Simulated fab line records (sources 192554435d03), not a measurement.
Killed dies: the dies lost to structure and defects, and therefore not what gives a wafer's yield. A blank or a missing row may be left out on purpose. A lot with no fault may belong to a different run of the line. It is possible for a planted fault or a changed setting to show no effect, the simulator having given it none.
fab line records	flow n5-finfet
[record] lots = 6	wafers = 18	last-day = 16
route steps=1938 shown BEOL_M3@984 BEOL_M4@1111 PASSIVATION@1936
lots that met no fault: from a run of the same line without faults
start-h: start of the lot's first displayed wafer, in hours after the record's first day	wait-h: hours elapsed since this lot's preceding step	" unchanged from the row above	L1.1+2: a single row standing in for several wafers	- no value present, or no start provided	* or withheld: withheld	< > ~ a bound
route shown NAME@n: NAME is a module with steps in the file, n the number in the route of the first one	usual: average and standard deviation across the fault-free wafers	same: alike in all rows	chamber/n: place in a boat	sites: per-site readings	_std_site: standard deviation of those values	_edge_site: the outer-site mean with the inner-site mean subtracted	radius-mm: for every site, how far away it sits from the centre of the wafer	mask NAME#n: copy n	behind: tool/chamber where the wafer was last shaped	hold: what put the lot on hold/how long, in hours/how the hold closed	device: which transistor (n, p or np) failed to switch	end of line: the route-end tests of the same wafers	for a step that has no rows: nothing shown but its recipe	killed: count of dies lost to structure and defects at first sort (not the wafer's yield)	map: shows each die of a wafer: x if killed, . if not, _ if none is there
set.NAME: the setting as run; set.NAME@STEP: as run at that earlier step	model.NAME: the simulator's own value behind a step, which no gauge read
lots at some steps of the route; a table a step, a row a wafer
services: a tool's chamber out of use, with start hour (start-h, from the record's first day; less than 0 if before it), hours out, and reason
[[steps]]
[step N5_BEOL_M3_HM_STRIP_39]
[recipe] chemistry = peroxide-tin-strip	material = TiN	target-depth-a = 250	temp-c = 50	time-s = 158
[step N5_BEOL_M3_SRD_40]
[recipe] time-s = 30	temp-c = 23	rinse-liquid = diw	dry = ipa-marangoni
[step N5_BEOL_M3_PRECLEAN_42]
[recipe] chemistry = residue-remover	time-s = 60	temp-c = 40
[step N5_BEOL_M3_SRD_43]
[recipe] time-s = 30	temp-c = 23	rinse-liquid = diw	dry = ipa-marangoni
[step N5_BEOL_M3_CD_MEAS_35]
[recipe] target-cd-nm = 18	target-cd-y-nm = 21	polarity = opening
[usual] cd-nm = 18.0/0.3
lot.wafer	tool	chamber	start-h	wait-h	cd-nm
L245.2	cd-sem-03	-	176.14	0.0	17.4
L245.3	"	-	"	"	18.1
L245.6	"	-	"	"	18.5
L247.1	cd-sem-01	-	185.21	0.0	17.8
L247.2	"	-	"	"	18.3
L247.6	"	-	"	"	17.7
L251.3	cd-sem-02	-	218.80	0.0	17.9
L251.4	"	-	"	"	18.0
L251.5	"	-	"	"	17.9
L252.1	cd-sem-02	-	221.40	0.0	17.4
L252.2	"	-	"	"	17.7
L252.4	"	-	"	"	17.6
L255.1	cd-sem-01	-	235.73	0.0	18.2
L255.3	"	-	"	"	17.5
L255.4	"	-	"	"	17.6
L259.1	cd-sem-02	-	261.59	0.0	18.3
L259.3	"	-	"	"	18.2
L259.6	"	-	"	"	17.9
[step N5_BEOL_M3_DEGAS_44]
[recipe] ambient = vacuum	temp-c = 250	time-s = 60
[usual] heater-power-w = 337/34
lot.wafer	tool	chamber	start-h	wait-h	heater-power-w
L245.2	pvd-sputter-03	-	176.73	0.6	316
L245.3	"	-	"	"	382
L245.6	"	-	"	"	313
L247.1	pvd-sputter-01	-	185.33	0.1	326
L247.2	"	-	"	"	375
L247.6	"	-	"	"	382
L251.3	pvd-sputter-03	-	219.07	0.3	390
L251.4	"	-	"	"	316
L251.5	"	-	"	"	400
L252.1	pvd-sputter-01	-	221.66	0.3	386
L252.2	"	-	"	"	369
L252.4	"	-	"	"	312
L255.1	pvd-sputter-01	-	236.17	0.4	304
L255.3	"	-	"	"	335
L255.4	"	-	"	"	375
L259.1	pvd-sputter-02	-	261.69	0.1	366
L259.3	"	-	"	"	301
L259.6	"	-	"	"	315
[step N5_BEOL_M3_PRE_CLEAN_45]
[recipe] gas = H2/He	time-s = 30	temp-c = 250
[step N5_BEOL_M3_ALD_84]
[recipe] material = TaN	target-thk-a = *	temp-c = 275	ald-precursor-family = PDMAT	ald-co-reactant = NH3	pressure-torr = 3	carrier-flow-sccm = 1500	pulse-time-s = 2	purge-time-s = 3	co-reactant-purge-time-s = 2	co-reactant-pulse-time-s = 3	ald-cycles = 30	precursor-vessel-temp-c = 75	precursor-vessel-pressure-torr = 26.25	precursor-vessel-carrier-sccm = 1000
[usual] heater-power-w = 426/50
[same] ald-cycles = 30	co-reactant-pulse-time-s = 3	purge-time-s = 3
lot.wafer	tool	chamber	start-h	wait-h	heater-power-w
L245.2	ald-metal-02	3	176.83	0.0	442
L245.3	"	2	"	"	524
L245.6	"	2	"	"	535
L247.1	ald-metal-04	2	185.46	0.1	482
L247.2	"	0	"	"	398
L247.6	"	3	"	"	381
L251.3	ald-metal-03	2	219.22	0.1	368
L251.4	"	1	"	"	411
L251.5	"	1	"	"	400
L252.1	ald-metal-03	2	221.76	0.0	366
L252.2	"	3	"	"	469
L252.4	"	0	"	"	408
L255.1	ald-metal-04	2	236.29	0.1	482
L255.3	"	0	"	"	403
L255.4	"	1	"	"	396
L259.1	ald-metal-02	3	261.80	0.0	444
L259.3	"	2	"	"	543
L259.6	"	3	"	"	447
[step N5_BEOL_M3_SURFACE_TREAT_85]
[recipe] gas = Ar	time-s = *	ion-energy-ev = *	ion-current-ma-cm2 = 0.5	pressure-mtorr = *	ar-flow-sccm = 30
[usual] throttle-valve-pct = *
lot.wafer	tool	chamber	start-h	wait-h	throttle-valve-pct
L245.2	pvd-sputter-02	-	177.06	0.1	*
L245.3	"	-	"	"	*
L245.6	"	-	"	"	*
L247.1	pvd-sputter-01	-	185.69	0.1	*
L247.2	"	-	"	"	*
L247.6	"	-	"	"	*
L251.3	pvd-sputter-01	-	220.62	1.3	*
L251.4	"	-	"	"	*
L251.5	"	-	"	"	*
L252.1	pvd-sputter-01	-	222.04	0.2	*
L252.2	"	-	"	"	*
L252.4	"	-	"	"	*
L255.1	pvd-sputter-03	-	236.53	0.1	*
L255.3	"	-	"	"	*
L255.4	"	-	"	"	*
L259.1	pvd-sputter-01	-	262.07	0.2	*
L259.3	"	-	"	"	*
L259.6	"	-	"	"	*
[step N5_BEOL_M3_CVD_47]
[recipe] material = Co	target-thk-a = 30	temp-c = withheld	precursor = CCTBA/H2	pressure-torr = 30	time-s = 223.8
[step N5_BEOL_M3_SPUTTER_48]
[recipe] material = Cu	target-thk-a = 45	temp-c = -20	chamber-pressure-pa = 0.07	power-w = withheld	time-s = 8.29
[usual] chamber-pressure-pa = 0.06999/0.00012	chuck-gas-flow-sccm = 1.27/0.053	throttle-valve-pct = 30.1/0.92
lot.wafer	tool	chamber	start-h	wait-h	chamber-pressure-pa	chuck-gas-flow-sccm	throttle-valve-pct
L245.2	pvd-sputter-03	-	177.37	0.1	0.06992	1.23	28.5
L245.3	"	-	"	"	0.06985	1.27	30.9
L245.6	"	-	"	"	0.07004	1.26	30.4
L247.1	pvd-sputter-01	-	185.93	0.1	0.06983	1.18	31.0
L247.2	"	-	"	"	0.07014	1.25	31.7
L247.6	"	-	"	"	0.07003	1.28	31.0
L251.3	pvd-sputter-03	-	221.13	0.2	0.06991	1.27	30.3
L251.4	"	-	"	"	0.07003	1.20	28.4
L251.5	"	-	"	"	0.06983	1.24	31.0
L252.1	pvd-sputter-01	-	222.32	0.1	0.06999	1.22	30.0
L252.2	"	-	"	"	0.07006	1.36	30.9
L252.4	"	-	"	"	0.06994	1.28	31.8
L255.1	pvd-sputter-02	-	236.81	0.1	0.0701	1.30	31.5
L255.3	"	-	"	"	0.06996	1.39	29.5
L255.4	"	-	"	"	0.06996	1.33	30.5
L259.1	pvd-sputter-03	-	262.41	0.2	0.06999	1.32	28.8
L259.3	"	-	"	"	0.07029	1.28	30.3
L259.6	"	-	"	"	0.0699	1.23	30.3
[step N5_BEOL_M3_ANNEAL_49]
[recipe] temp-c = 400	time-s = 240	ambient = vacuum
[usual] heater-power-w = 835/85	susceptor_temp_C_max = 401.0/0.37
lot.wafer	tool	chamber	start-h	wait-h	heater-power-w	susceptor_temp_C_max
L245.2	pvd-sputter-03	-	177.45	0.0	866	400.9
L245.3	"	-	"	"	803	401.3
L245.6	"	-	"	"	967	401.7
L247.1	pvd-sputter-01	-	186.01	0.0	967	401.1
L247.2	"	-	"	"	813	400.5
L247.6	"	-	"	"	988	401.3
L251.3	pvd-sputter-03	-	221.21	0.0	933	401.0
L251.4	"	-	"	"	886	400.3
L251.5	"	-	"	"	795	401.3
L252.1	pvd-sputter-01	-	222.40	0.0	947	400.9
L252.2	"	-	"	"	978	401.2
L252.4	"	-	"	"	809	400.5
L255.1	pvd-sputter-02	-	236.89	0.0	703	401.3
L255.3	"	-	"	"	946	400.7
L255.4	"	-	"	"	813	400.9
L259.1	pvd-sputter-03	-	262.49	0.0	914	400.6
L259.3	"	-	"	"	775	401.4
L259.6	"	-	"	"	975	401.1
[step N5_BEOL_M3_SPUTTER_79]
[recipe] material = Cu	target-thk-a = 45	temp-c = -20	chamber-pressure-pa = 0.07	power-w = withheld	time-s = 8.29
[usual] chamber-pressure-pa = 0.07002/0.00014	chuck-gas-flow-sccm = 1.26/0.053	throttle-valve-pct = 30.2/0.93
lot.wafer	tool	chamber	start-h	wait-h	chamber-pressure-pa	chuck-gas-flow-sccm	throttle-valve-pct
L245.2	pvd-sputter-03	-	177.59	0.1	0.06985	1.27	28.2
L245.3	"	-	"	"	0.06982	1.25	31.1
L245.6	"	-	"	"	0.06999	1.20	30.8
L247.1	pvd-sputter-01	-	186.15	0.1	0.07004	1.22	31.0
L247.2	"	-	"	"	0.07013	1.23	32.0
L247.6	"	-	"	"	0.06993	1.24	30.9
L251.3	pvd-sputter-03	-	221.35	0.1	-	-	-
L251.4	"	-	"	"	-	-	-
L251.5	"	-	"	"	-	-	-
L252.1	pvd-sputter-01	-	222.54	0.1	-	-	-
L252.2	"	-	"	"	-	-	-
L252.4	"	-	"	"	-	-	-
L255.1	pvd-sputter-02	-	237.03	0.1	0.06987	1.25	31.3
L255.3	"	-	"	"	0.07013	1.24	29.3
L255.4	"	-	"	"	0.07015	1.36	30.2
L259.1	pvd-sputter-03	-	262.63	0.1	0.06992	1.29	28.3
L259.3	"	-	"	"	0.07011	1.30	30.1
L259.6	"	-	"	"	0.07012	1.19	30.7
[step N5_BEOL_M3_ANNEAL_80]
[recipe] temp-c = 400	time-s = 240	ambient = vacuum
[step N5_BEOL_M4_RC_MEAS_101]
[usual] DIBL_N = 36.3/1.4	DIBL_P = 36.2/1.5	IOFF_N = 0.160/0.021	IOFF_P = 0.211/0.027	ION_N = 676/7.7	ION_P = 463/5.5	SS_N = 71.4/0.57	SS_P = 73.3/0.58	VT_N = 249.3/2.5	VT_P = -250.1/2.6
lot.wafer	tool	chamber	start-h	wait-h	DIBL_N[mV/V]	DIBL_P[mV/V]	IOFF_N[nA/um]	IOFF_P[nA/um]	ION_N[uA/um]	ION_P[uA/um]	SS_N[mV/dec]	SS_P[mV/dec]	VT_N[mV]	VT_P[mV]
L245.2	prober-02	0	189.22	0.2	36.8	37.2	0.173	0.187	680	459	71.1	72.8	248.1	-253.8
L245.3	"	0	"	"	36.9	38.3	0.183	0.199	684	463	71.6	73.1	245.8	-252.4
L245.6	"	0	"	"	36.9	37.6	0.168	0.188	679	464	70.8	72.3	247.7	-256.4
L247.1	prober-01	0	204.77	0.0	37.8	36.9	0.139	0.218	661	465	71.1	73.7	253.0	-249.2
L247.2	"	0	"	"	36.9	35.6	0.127	0.201	669	456	71.6	72.7	254.3	-251.7
L247.6	"	0	"	"	38.3	36.7	0.145	0.214	666	457	71.7	72.5	251.2	-251.0
L252.1	prober-01	0	238.36	0.0	34.4	35.3	0.138	0.196	680	465	71.0	73.5	252.4	-250.9
L252.2	"	0	"	"	34.2	34.8	0.128	0.197	661	463	71.1	73.6	253.6	-248.9
L252.4	"	0	"	"	37.1	38.3	0.168	0.245	675	472	72.1	73.8	248.2	-247.1
L251.3	prober-01	0	245.09	0.3	35.3	35.3	0.138	0.194	680	466	70.9	72.7	251.1	-250.0
L251.4	"	0	"	"	36.2	36.0	0.149	0.209	673	462	71.2	73.4	249.0	-248.5
L251.5	"	0	"	"	36.6	36.2	0.152	0.203	666	458	71.2	73.4	251.2	-249.7
L255.1	prober-01	0	249.80	0.0	35.4	35.0	0.166	0.224	673	467	71.1	73.1	247.3	-246.8
L255.3	"	0	"	"	36.9	36.7	0.200	0.249	691	475	71.4	74.5	244.5	-247.0
L255.4	"	0	"	"	37.2	36.1	0.185	0.243	686	470	72.3	74.2	243.0	-244.7
L259.1	prober-02	0	283.45	0.0	36.4	35.3	0.161	0.211	683	469	70.4	72.6	246.2	-251.2
L259.3	"	0	"	"	37.1	35.9	0.173	0.216	679	462	71.5	73.4	247.0	-248.9
L259.6	"	0	"	"	36.0	35.6	0.173	0.221	689	472	71.1	73.3	244.2	-249.5
[step N5_PASSIVATION_PROBE_49]
[usual] defect-limited-yield = 91.3/1.4	killed_at_M0_to_M3 = 34/10	killed_at_M4_up = 13/4.8	killed-at-contacts = 12/6.1	killed-at-front-end = 40/11	killed-at-other = 3.7/2.8	killed-dies = 103/16	killed-open = 67/12	killed-short = 34/7.4	sort_bin_5_function = 5.1/0.95	sort_bin_6_memory = 3.2/0.62	sort-n-pass = 1077/16	sort-yield-pct = 91.3/1.4
[same] gross-dies = 1180	killed-at-back-side = 0	sort_bin_4_leakage[%] = 0	sort_bin_8_speed[%] = 0
lot.wafer	tool	chamber	start-h	wait-h	defect-limited-yield[%]	killed_at_M0_to_M3	killed_at_M4_up	killed-at-contacts	killed-at-front-end	killed-at-other	killed-dies	killed-open	killed-short	sort_bin_5_function[%]	sort_bin_6_memory[%]	sort-n-pass	sort-yield-pct[%]
L247.2	prober-01	-	307.19	0.1	89.5	64	12	4	41	3	124	71	52	6.3	3.9	1056	89.5
L252.1	prober-02	-	337.26	0.0	92.0	35	12	7	34	6	94	58	32	4.4	3.4	1086	92.0
L252.2	prober-02	-	337.31	0.1	89.9	39	16	5	53	6	119	72	37	6.4	3.2	1061	89.9
L252.4	prober-02	-	337.41	0.2	90.9	41	10	10	45	1	107	60	37	5.7	2.5	1073	90.9
L251.3	prober-02	-	356.25	0.1	91.6	38	8	13	38	2	99	46	45	4.3	3.6	1081	91.6
L251.4	prober-02	-	356.30	0.2	90.1	43	12	18	41	3	117	76	37	5.8	3.8	1063	90.1
L251.5	prober-02	-	356.35	0.2	91.1	32	20	9	40	4	105	57	39	5.9	2.5	1075	91.1
// killed by level:class
L247.2 BEOL_M0_SAQP:geometric-particle:open=14 FIN_SAQP:geometric-particle:short=13 BEOL_M0_SAQP:geometric-particle:short=12 BEOL_M1:geometric-particle:open=9 BEOL_M0:geometric-particle:open=8 BEOL_M4:geometric-particle:open=6 STI_FIN_REVEAL:geometric-particle:open=5 BEOL_M2:geometric-particle:open=5
L252.1 BEOL_M2:geometric-particle:open=9 STI_FIN_REVEAL:geometric-particle:open=8 FIN_SAQP:geometric-particle:short=6 MOL_CONTACT_COAG:geometric-particle:open=6 FIN_SAQP:geometric-particle:open=5 BEOL_M5:geometric-particle:open=5 DUMMY_GATE:geometric-particle:open=4 BEOL_M3:geometric-particle:short=4
L252.2 FIN_SAQP:geometric-particle:open=16 FIN_SAQP:geometric-particle:short=12 BEOL_M4:geometric-particle:open=9 BEOL_M3:interface-void-opened=8 BEOL_M0_SAQP:geometric-particle:short=7 BEOL_M2:geometric-particle:open=6 STI_FIN_REVEAL:geometric-particle:open=5 DUMMY_GATE:geometric-particle:open=5
L252.4 FIN_SAQP:geometric-particle:short=17 BEOL_M2:geometric-particle:open=13 FIN_SAQP:geometric-particle:open=11 MOL_CONTACT_COAG:geometric-particle:open=9 BEOL_M3:interface-void-opened=6 BEOL_M0_SAQP:geometric-particle:open=5 BEOL_M1:geometric-particle:open=5 BEOL_M4:geometric-particle:open=5
L251.3 GATE_CUT:geometric-particle:short=9 MOL_CONTACT_COAG:geometric-particle:open=9 BEOL_M2:geometric-particle:open=8 BEOL_M3:interface-void-opened=8 BEOL_M0_SAQP:geometric-particle:short=7 STARTING-WAFER:geometric-particle:open=5 GATE_CUT:geometric-particle:open=4 MOL_CONTACT_COAG:geometric-particle:short=4
L251.4 BEOL_M2:geometric-particle:open=15 MOL_CONTACT_COAG:geometric-particle:open=11 BEOL_M0_SAQP:geometric-particle:short=10 GATE_CUT:geometric-particle:open=7 BEOL_M0_SAQP:geometric-particle:open=7 DUMMY_GATE:geometric-particle:open=6 MOL_CONTACT_COAG:geometric-particle:short=6 FIN_SAQP:geometric-particle:short=5
L251.5 BEOL_M4:geometric-particle:open=9 BEOL_M2:geometric-particle:open=8 BEOL_M3:interface-void-opened=8 GATE_CUT:geometric-particle:short=7 SPACER0:geometric-particle:short=6 MOL_CONTACT_COAG:geometric-particle:open=6 BEOL_M0_SAQP:geometric-particle:short=6 BEOL_M0_SAQP:geometric-particle:open=6
[[services]]
tool	chamber	start-h	hours	kind
pvd-sputter-02	-	153.37	1.0	repair
ald-metal-04	-	164.45	8.7	pm
pvd-sputter-03	-	169.70	3.3	repair
ald-metal-03	3	208.02	6.1	repair
ald-metal-02	3	208.65	4.7	repair
ald-metal-04	2	227.57	7.6	repair
[[key]]
[first-sign] step = N5_BEOL_M3_SPUTTER_79	reading = tool-record	direction = missing
effect none on later readings
met-at N5_BEOL_M3_SPUTTER_79
struck-wafers L251.3,L251.4,L251.5,L252.1,L252.2,L252.4
onset-between 186.15 221.35
[fault] kind = skipped-step-whole	tool = pvd-sputter-01,pvd-sputter-03	chamber = -	onset-h = 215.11	steps = N5_BEOL_M3_SPUTTER_79	scope = struck-lots-only
